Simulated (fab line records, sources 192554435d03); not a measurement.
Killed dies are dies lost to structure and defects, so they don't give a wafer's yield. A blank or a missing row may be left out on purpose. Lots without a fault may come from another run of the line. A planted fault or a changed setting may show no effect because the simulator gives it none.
Chamber matching | flow n5_finfet | N5_BEOL_M8_CVD_78 on cvd_co-01: 3 sister chambers
The step deposits Co from CCTBA/H2, target thk 2 nm, time 142.3 s. 6 wafers are shown with their chamber, then 7 later ones without.

WAFERS WITH THEIR CHAMBER
wafer  | chamber | run_length_s (s)
L560.4 | 2       | 165.0
L574.1 | 2       | 165.0
L574.2 | 0       | 166.5
L574.4 | 0       | 166.4
L576.1 | 1       | 165.3
L576.5 | 1       | 165.2

WAFERS WITHOUT THEIR CHAMBER
wafer  | run_length_s (s)
L576.6 | 165.8
L578.1 | 165.5
L578.4 | 165.1
L578.5 | 165.9
L579.1 | 165.4
L579.3 | 165.5
L579.5 | 165.7

WHICH CHAMBER EACH WENT THROUGH
wafer  | from the rows above     | in truth
L576.6 | can't be placed: 1 or 0 | 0
L578.1 | 1                       | 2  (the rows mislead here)
L578.4 | can't be placed: 2 or 1 | 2
L578.5 | can't be placed: 0 or 1 | 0
L579.1 | 1                       | 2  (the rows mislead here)
L579.3 | 1                       | 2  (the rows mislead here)
L579.5 | 1                       | 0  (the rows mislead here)
Placed correctly: 0 of 7. Can't be placed from these rows: 3 (the true chamber is among the candidates in 3). Placed wrongly: 4.
How it was worked out, from the rows above alone: a wafer's distance from a chamber is the root of the sum, over the readings, of the square of ((its reading less the chamber's mean) divided by the reading's scatter). The wafer belongs to the nearest chamber; if the next one is less than 2 further off, it can't be placed. A chamber's mean is the mean of its shown wafers. The scatter: the root of (the sum of the squares of (reading less its chamber's mean) over the shown wafers, divided by (wafers less chambers)).
